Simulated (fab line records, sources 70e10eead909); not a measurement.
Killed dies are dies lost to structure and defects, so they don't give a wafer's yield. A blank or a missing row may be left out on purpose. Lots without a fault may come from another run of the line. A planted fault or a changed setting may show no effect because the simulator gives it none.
Chamber matching | flow nand_harc | NHARC_A_CHANNEL_HOLE_D1_ETCH_44 on rie_diel-10: 4 sister chambers
The step etches the open film in CF4/O2, target depth 140 nm, overetch 14 nm, time 77 s. 24 wafers are shown with their chamber, then 12 later ones without.

WAFERS WITH THEIR CHAMBER
wafer  | chamber | showerhead_plenum_p_Torr (Torr) | drypump_motor_current_A (A) | rf_vpp_V (V)
L077.4 | 0       | 1.37                            | 5.89                        | 198.5
L077.5 | 0       | 1.36                            | 5.87                        | 199.3
L077.6 | 1       | 1.27                            | 5.33                        | 196.7
L079.2 | 3       | 1.30                            | 6.17                        | 198.2
L079.4 | 1       | 1.27                            | 5.32                        | 196.2
L079.6 | 0       | 1.36                            | 5.85                        | 198.1
L082.1 | 2       | 1.31                            | 5.84                        | 198.6
L082.3 | 3       | 1.30                            | 6.15                        | 198.1
L082.6 | 1       | 1.27                            | 5.33                        | 195.4
L083.1 | 0       | 1.36                            | 5.90                        | 199.6
L083.3 | 1       | 1.27                            | 5.33                        | 197.3
L083.5 | 1       | 1.27                            | 5.33                        | 197.0
L084.1 | 0       | 1.36                            | 5.85                        | 198.5
L084.2 | 2       | 1.31                            | 5.84                        | 197.8
L084.4 | 2       | 1.31                            | 5.81                        | 197.1
L087.4 | 2       | 1.31                            | 5.83                        | 196.1
L087.5 | 1       | 1.27                            | 5.33                        | 197.2
L087.6 | 0       | 1.36                            | 5.87                        | 198.6
L089.1 | 0       | 1.36                            | 5.87                        | 198.9
L089.5 | 2       | 1.31                            | 5.84                        | 197.1
L089.6 | 3       | 1.30                            | 6.17                        | 197.6
L088.3 | 0       | 1.36                            | 5.88                        | 197.7
L088.4 | 3       | 1.30                            | 6.17                        | 196.9
L088.6 | 2       | 1.31                            | 5.86                        | 198.1

SIGNATURES (means of the wafers above)
reading                  | chamber 0 | chamber 1 | chamber 2 | chamber 3 | scatter within a chamber
showerhead_plenum_p_Torr | 1.3613    | 1.2700    | 1.3100    | 1.3000    | 0.00209
drypump_motor_current_A  | 5.8725    | 5.3283    | 5.8367    | 6.1650    | 0.0139
rf_vpp_V                 | 198.650   | 196.633   | 197.467   | 197.700   | 0.716
Rule: a wafer's distance from a chamber is the root of the sum, over the readings, of the square of ((its reading less the chamber's mean) divided by the reading's scatter). The wafer belongs to the nearest chamber; if the next one is less than 2 further off, it can't be placed. The scatter: the root of (the sum of the squares of (reading less its chamber's mean) over the shown wafers, divided by (wafers less chambers)).

WAFERS WITHOUT THEIR CHAMBER
wafer  | showerhead_plenum_p_Torr (Torr) | drypump_motor_current_A (A) | rf_vpp_V (V)
L091.3 | 1.30                            | 6.18                        | 196.7
L091.5 | 1.31                            | 5.82                        | 198.3
L091.6 | 1.30                            | 6.15                        | 198.4
L093.2 | 1.36                            | 5.88                        | 197.7
L093.4 | 1.27                            | 5.34                        | 195.9
L093.6 | 1.31                            | 5.83                        | 197.0
L095.2 | 1.31                            | 5.82                        | 197.9
L095.4 | 1.36                            | 5.85                        | 198.8
L095.6 | 1.27                            | 5.32                        | 195.6
L097.1 | 1.36                            | 5.89                        | 198.6
L097.2 | 1.31                            | 5.85                        | 197.8
L097.3 | 1.27                            | 5.33                        | 198.2

WHICH CHAMBER EACH WENT THROUGH
wafer  | from the rows above | in truth
L091.3 | 3                   | 3
L091.5 | 2                   | 2
L091.6 | 3                   | 3
L093.2 | 0                   | 0
L093.4 | 1                   | 1
L093.6 | 2                   | 2
L095.2 | 2                   | 2
L095.4 | 0                   | 0
L095.6 | 1                   | 1
L097.1 | 0                   | 0
L097.2 | 2                   | 2
L097.3 | 1                   | 1
Placed correctly: 12 of 12. Can't be placed from these rows: 0. Placed wrongly: 0.
